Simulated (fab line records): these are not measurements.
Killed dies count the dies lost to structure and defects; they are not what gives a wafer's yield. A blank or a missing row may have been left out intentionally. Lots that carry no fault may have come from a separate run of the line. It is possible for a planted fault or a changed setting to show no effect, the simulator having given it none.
Which tool was responsible? + flow n5 finfet + 10 lots with 29 wafers sampled at 5 steps, on a route of 1938 steps

== WHAT THE GAUGES SHOWED, per wafer ==
N5_BEOL_M4_RC_MEAS_101. Usual: DIBL_N 36.5 mV/V, standard deviation 2.1; DIBL_P 36.6 mV/V, standard deviation 2.6; IOFF_N 0.17 nA/um, standard deviation 0.044; IOFF_P 0.21 nA/um, standard deviation 0.048; ION_N 674 uA/um, standard deviation 17; ION_P 462 uA/um, standard deviation 9.5; SS_N 71.6 mV/dec, standard deviation 0.77; SS_P 73.5 mV/dec, standard deviation 0.72; VT_N 250 mV, standard deviation 4.2; VT_P -250 mV, standard deviation 3.9.
| lot  | measured     | on        | DIBL_N (mV/V)  | DIBL_P (mV/V)  | IOFF_N (nA/um) | IOFF_P (nA/um) | ION_N (uA/um) | ION_P (uA/um) | SS_N (mV/dec)  | SS_P (mV/dec)  | VT_N (mV)   | VT_P (mV)      | flag |
|------|--------------|-----------|----------------|----------------|----------------|----------------|---------------|---------------|----------------|----------------|-------------|----------------|------|
| L664 | day 9 02:22  | prober-02 | 36.8 34.5 35.9 | 36.2 33.7 34.8 | 0.19 0.15 0.18 | 0.25 0.22 0.22 | 686 673 683   | 468 466 469   | 71.4 71.3 71.5 | 74.0 73.4 73.4 | 246 252 245 | -245 -247 -249 |      |
| L668 | day 10 06:04 | prober-01 | 41.7 34.2 40.5 | 40.4 32.3 40.5 | 0.31 0.13 0.29 | 0.35 0.19 0.34 | 707 678 703   | 476 467 475   | 73.8 70.7 72.2 | 74.9 72.7 74.8 | 241 251 241 | -242 -250 -243 |      |
| L669 | day 10 20:36 | prober-02 | 34.7 36.8 32.4 | 35.1 38.1 33.0 | 0.13 0.17 0.10 | 0.16 0.21 0.15 | 675 687 657   | 459 468 460   | 70.9 71.0 70.7 | 73.1 73.9 71.7 | 255 249 254 | -254 -252 -254 |      |
| L678 | day 12 13:56 | prober-02 | 34.3 36.0 36.1 | 33.9 37.2 37.2 | 0.12 0.16 0.15 | 0.15 0.21 0.21 | 659 688 662   | 451 466 455   | 71.0 71.6 71.7 | 73.1 73.3 74.1 | 258 249 251 | -258 -253 -253 |      |
| L677 | day 13 00:13 | prober-01 | 38.7 38.1 36.4 | 38.6 38.9 36.6 | 0.21 0.21 0.16 | 0.25 0.25 0.21 | 703 696 677   | 473 480 455   | 71.7 71.5 70.9 | 74.1 73.7 73.3 | 243 244 248 | -249 -248 -250 |      |
| L683 | day 14 05:31 | prober-01 | 36.3 35.6      | 36.1 35.6      | 0.14 0.12      | 0.17 0.15      | 664 648       | 456 443       | 72.5 71.6      | 73.6 73.0      | 254 254     | -256 -259      |      |
| L684 | day 14 19:44 | prober-01 | 37.5 36.8 38.7 | 38.9 37.7 40.5 | 0.19 0.17 0.22 | 0.24 0.23 0.26 | 684 680 683   | 467 472 461   | 71.8 72.5 72.5 | 73.3 73.1 73.6 | 248 249 247 | -251 -248 -246 |      |
| L686 | day 15 03:29 | prober-02 | 34.4 36.6 37.4 | 33.6 36.6 37.9 | 0.13 0.17 0.18 | 0.17 0.22 0.24 | 667 691 679   | 457 472 468   | 70.5 71.7 71.6 | 72.3 73.8 73.5 | 250 249 250 | -251 -248 -246 |      |
| L685 | day 15 10:08 | prober-02 | 36.3 37.3 34.7 | 37.5 39.0 33.1 | 0.18 0.22 0.14 | 0.28 0.31 0.19 | 697 695 648   | 485 473 451   | 72.9 72.6 72.8 | 73.5 73.7 72.3 | 248 246 257 | -246 -241 -251 |      |
| L687 | day 15 13:25 | prober-01 | 34.9 37.3 35.3 | 36.2 38.6 35.4 | 0.12 0.16 0.13 | 0.17 0.21 0.16 | 664 671 666   | 459 469 453   | 71.3 71.8 71.5 | 73.3 74.0 72.8 | 257 252 255 | -256 -251 -258 |      |

N5_BEOL_M14_THK_MEAS_01. Usual: M14_ILD_THK 1119 nm, standard deviation 13.
| lot  | measured     | on            | M14_ILD_THK (nm) | flag |
|------|--------------|---------------|------------------|------|
| L664 | day 12 09:45 | film metro-02 | 1115 1122 1140   |      |
| L668 | day 13 10:07 | film metro-02 | 1122 1122 1129   |      |
| L669 | day 14 08:31 | film metro-02 | 1104 1125 1137   |      |
| L683 | day 17 19:32 | film metro-02 | 1101 1094        |      |
| L684 | day 18 14:17 | film metro-02 | 1130 1115 1135   |      |
| L686 | day 19 17:43 | film metro-01 | 1100 1089 1123   |      |
| L685 | day 20 02:23 | film metro-02 | 1126 1144 1138   |      |
| L687 | day 19 18:09 | film metro-01 | 1115 1122 1151   |      |

== WHICH TOOL RAN EACH LOT (tool, then ch and the chambers of the sampled wafers, then the start) ==
| lot  | N5_BEOL_M13_STRIP_37                 | N5_BEOL_M13_SPUTTER_44       | N5_BEOL_M13_DEP_53              |
|------|--------------------------------------|------------------------------|---------------------------------|
| L664 | plasma asher-02 ch 0,1, day 12 06:52 | pvd sputter-02, day 12 08:25 | pecvd-03 ch 0,1,2, day 12 09:26 |
| L668 | plasma asher-01 ch 0,1, day 13 07:07 | pvd sputter-02, day 13 08:36 | pecvd-03 ch 1, day 13 09:44     |
| L669 | plasma asher-02 ch 0,1, day 13 22:15 | pvd sputter-03, day 14 06:56 | pecvd-01 ch 0,1,2, day 14 08:11 |
| L678 | plasma asher-01 ch 0,1, day 15 23:33 | pvd sputter-01, day 16 03:07 | pecvd-03 ch 0,2, day 16 04:07   |
| L677 | plasma asher-02 ch 0,1, day 16 05:56 | pvd sputter-03, day 16 08:20 | pecvd-03 ch 0,1,2, day 16 09:22 |
| L683 | plasma asher-02 ch 1, day 17 14:33   | pvd sputter-03, day 17 18:07 | pecvd-01 ch 0,1, day 17 19:08   |
| L684 | plasma asher-02 ch 0,1, day 18 11:40 | pvd sputter-03, day 18 12:56 | pecvd-03 ch 0,1,2, day 18 13:59 |
| L686 | plasma asher-01 ch 0,1, day 18 18:58 | pvd sputter-03, day 19 16:14 | pecvd-01 ch 0,1, day 19 17:23   |
| L685 | plasma asher-01 ch 0,1, day 19 19:10 | pvd sputter-02, day 20 01:04 | pecvd-03 ch 1,2, day 20 02:04   |
| L687 | plasma asher-01 ch 0,1, day 18 21:49 | pvd sputter-02, day 19 16:49 | pecvd-01 ch 0,2, day 19 17:50   |
- N5_BEOL_M13_STRIP_37: strips in N2/H2.
- N5_BEOL_M13_SPUTTER_44: material Ta, target thk 10 nm, time 16.13 s.
- N5_BEOL_M13_DEP_53: deposits SiCN from 3MS/NH3, target thk 50 nm, time 17.8 s.

== WHAT THE TOOLS THEMSELVES READ (means of the sampled wafers that have a number; where no wafer has one, the mark that the record gives instead) ==
N5_BEOL_M13_STRIP_37. Usual: drypump motor current A 6.08 A, standard deviation 0.17; h2 flow sccm 3250 sccm, standard deviation 8.6; heater power w 319 W, standard deviation 23; oes product au 0.784 a.u., standard deviation 0.011.
| lot  | tool            | drypump motor current A (A) | h2 flow sccm (sccm) | heater power w (W) | oes product au (a.u.) | flag |
|------|-----------------|-----------------------------|---------------------|--------------------|-----------------------|------|
| L664 | plasma asher-02 | 6.04                        | 3244                | 320                | 0.775                 |      |
| L668 | plasma asher-01 | 6.21                        | 3260                | 312                | 0.792                 |      |
| L669 | plasma asher-02 | 5.91                        | 3255                | 340                | 0.779                 |      |
| L678 | plasma asher-01 | 6.13                        | 3249                | 307                | 0.790                 |      |
| L677 | plasma asher-02 | 5.91                        | 3244                | 337                | 0.790                 |      |
| L683 | plasma asher-02 | 5.77                        | 3240                | 352                | 0.799                 |      |
| L684 | plasma asher-02 | 5.92                        | 3243                | 340                | 0.783                 |      |
| L686 | plasma asher-01 | 6.17                        | 3248                | 320                | 0.788                 |      |
| L685 | plasma asher-01 | 6.13                        | 3260                | 305                | 0.775                 |      |
| L687 | plasma asher-01 | 6.21                        | 3246                | 319                | 0.776                 |      |

N5_BEOL_M13_SPUTTER_44. Usual: throttle valve pct 29.6 %, standard deviation 0.83.
| lot  | tool           | throttle valve pct (%) | flag |
|------|----------------|------------------------|------|
| L664 | pvd sputter-02 | 29.5                   |      |
| L668 | pvd sputter-02 | 29.3                   |      |
| L669 | pvd sputter-03 | 29.9                   |      |
| L678 | pvd sputter-01 | 30.5                   |      |
| L677 | pvd sputter-03 | 29.2                   |      |
| L683 | pvd sputter-03 | 29.3                   |      |
| L684 | pvd sputter-03 | 30.2                   |      |
| L686 | pvd sputter-03 | 30.1                   |      |
| L685 | pvd sputter-02 | 29.7                   |      |
| L687 | pvd sputter-02 | 29.4                   |      |

N5_BEOL_M13_DEP_53. Usual: chamber pressure Torr 3.000 Torr, standard deviation 0.0067; rf fwd power W 667 W, standard deviation 3.4; showerhead plenum p Torr 4.166 Torr, standard deviation 0.019; throttle valve pct 18.4 %, standard deviation 1.3.
| lot  | tool     | chamber pressure Torr (Torr) | rf fwd power W (W) | showerhead plenum p Torr (Torr) | throttle valve pct (%) | flag |
|------|----------|------------------------------|--------------------|---------------------------------|------------------------|------|
| L664 | pecvd-03 | 2.999                        | 663                | 4.169                           | 18.7                   |      |
| L668 | pecvd-03 | 3.007                        | 665                | 4.188                           | 17.3                   |      |
| L669 | pecvd-01 | 2.996                        | 670                | 4.157                           | 18.0                   |      |
| L678 | pecvd-03 | -                            | -                  | -                               | -                      | OFF  |
| L677 | pecvd-03 | -                            | -                  | -                               | -                      | OFF  |
| L683 | pecvd-01 | 2.998                        | 668                | 4.155                           | 18.7                   |      |
| L684 | pecvd-03 | 3.001                        | 666                | 4.168                           | 18.9                   |      |
| L686 | pecvd-01 | 2.998                        | 667                | 4.152                           | 18.5                   |      |
| L685 | pecvd-03 | 2.996                        | 665                | 4.153                           | 18.0                   |      |
| L687 | pecvd-01 | 3.000                        | 670                | 4.159                           | 18.1                   |      |

== THE ANSWER, worked out from the rows above alone ==
Rule: lot off if the mean of its wafers having a number is beyond 3 standard deviations from the usual mean. A lot without any number at a reading at which 4 lots or more have one is off too. The other lots that the step has rows for count as sound. The gauges are gone through in route order, then the tools' own readings, and for those a lot's mean is taken as printed above. The first step at which some lot is off is used, and at that step the reading that is off furthest; a lot without a number counts as furthest.
Off, at N5_BEOL_M13_DEP_53 on chamber pressure Torr: L678, L677. Without a number there: L678, L677.
If a tool, at that step or one of the process steps before it, ran each lot that is off and ran no sound lot following the first of them, it fits. None of those tried fits.

== WHAT WAS PUT IN BY THE SIMULATOR ==
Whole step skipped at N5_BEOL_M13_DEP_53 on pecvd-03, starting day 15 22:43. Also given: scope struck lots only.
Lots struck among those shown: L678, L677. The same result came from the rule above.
